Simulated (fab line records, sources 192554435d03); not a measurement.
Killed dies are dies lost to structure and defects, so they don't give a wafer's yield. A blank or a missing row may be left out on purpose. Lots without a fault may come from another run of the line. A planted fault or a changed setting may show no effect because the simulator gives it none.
Split-lot experiment | flow n5_finfet | 7 lots, 21 wafers read, on a route of 1938 steps

THE SPLIT
At N5_BEOL_M13_ETCH_59 (etches BARC in N2/H2, target depth 89 nm, overetch 26.7 nm, time 67.9 s), the setting bias_w was moved away from the recipe's 150 W on 7 of the 21 wafers read, by -17.6% to +10.4%. The other wafers ran this setting at the recipe's value.

The reading is taken at the split's own step.

THE READING
rf_vpp_V, in V, at N5_BEOL_M13_ETCH_59 (etches BARC in N2/H2, target depth 89 nm, overetch 26.7 nm, time 67.9 s). Fault-free wafers of this fab line usually give 524.0 V, standard deviation 3 V.

wafer  | tool, chamber at the split | bias_w as run, W | against the recipe | rf_vpp_V, V | against lot-mates on the recipe
L075.2 | rie_diel-02, 2             | 150              | recipe             | 520.4       | -
L075.3 | rie_diel-02, 3             | 165.6            | +10.4%             | 560.5       | +40.1
L075.5 | rie_diel-02, 0             | 165.6            | +10.4%             | 555.7       | +35.3
L080.1 | rie_diel-06, 3             | 150              | recipe             | 529.4       | -
L080.3 | rie_diel-06, 2             | 150              | recipe             | 527.3       | -
L080.5 | rie_diel-06, 3             | 150              | recipe             | 528.1       | -
L084.1 | rie_diel-02, 0             | 123.6            | -17.6%             | 460.9       | -63.5
L084.4 | rie_diel-02, 3             | 123.6            | -17.6%             | 465.4       | -59.0
L084.5 | rie_diel-02, 1             | 150              | recipe             | 524.4       | -
L091.1 | rie_diel-06, 1             | 136              | -9.3%              | 488.7       | -37.4
L091.3 | rie_diel-06, 2             | 150              | recipe             | 524.8       | -
L091.5 | rie_diel-06, 3             | 150              | recipe             | 527.4       | -
L095.2 | rie_diel-03, 0             | 150              | recipe             | 521.5       | -
L095.3 | rie_diel-03, 2             | 150              | recipe             | 526.8       | -
L095.4 | rie_diel-03, 3             | 150              | recipe             | 523.8       | -
L096.1 | rie_diel-06, 0             | 136.8            | -8.8%              | 492.5       | -28.8
L096.4 | rie_diel-06, 0             | 136.8            | -8.8%              | 492.1       | -29.2
L096.5 | rie_diel-06, 1             | 150              | recipe             | 521.3       | -
L097.1 | rie_diel-02, 1             | 150              | recipe             | 522.6       | -
L097.2 | rie_diel-02, 2             | 150              | recipe             | 527.5       | -
L097.6 | rie_diel-02, 1             | 150              | recipe             | 522.8       | -

THE FIT
A straight line over all 21 wafers: rf_vpp_V changes by +3.48 V for each +1% of bias_w; r = +0.99; the points scatter about the line by 2.9 V.
The same after taking each lot's own level away (the mean of its wafers on the recipe; 21 wafers): +3.53 V for each +1%; r = +1.00; scatter 2.2 V.
On that fit, the largest move of bias_w shifts the reading by 62 V.
The lots' own levels span 520.40 to 528.27 V, that is 2.6 times the standard deviation above.
So the lot-to-lot level changes the slope little: the two slopes agree.
Check: with one of the wafers moved furthest among these (-17.6%) left out of the fit, the line predicts -61.4 V for it against its lot-mates. It came out at -63.5 V against them.
Tool readings at the split's step, against how far the setting was moved: rf_vpp_V r = +0.99.

OTHER SPLITS ON THESE WAFERS
These wafers also went through other splits before the reading. Each is held against what the fit with the lots' levels taken away leaves over:
other split on the same wafers | wafers away from the commonest value | r with rf_vpp_V (lot level and that fit taken away)
N5_BEOL_M11_DESCUM_16 time_s   | 13                                   | +0.10

THE FILE'S OWN FIT
rf_vpp_V changes by +3.56 V for each +1% of bias_w, r = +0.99.
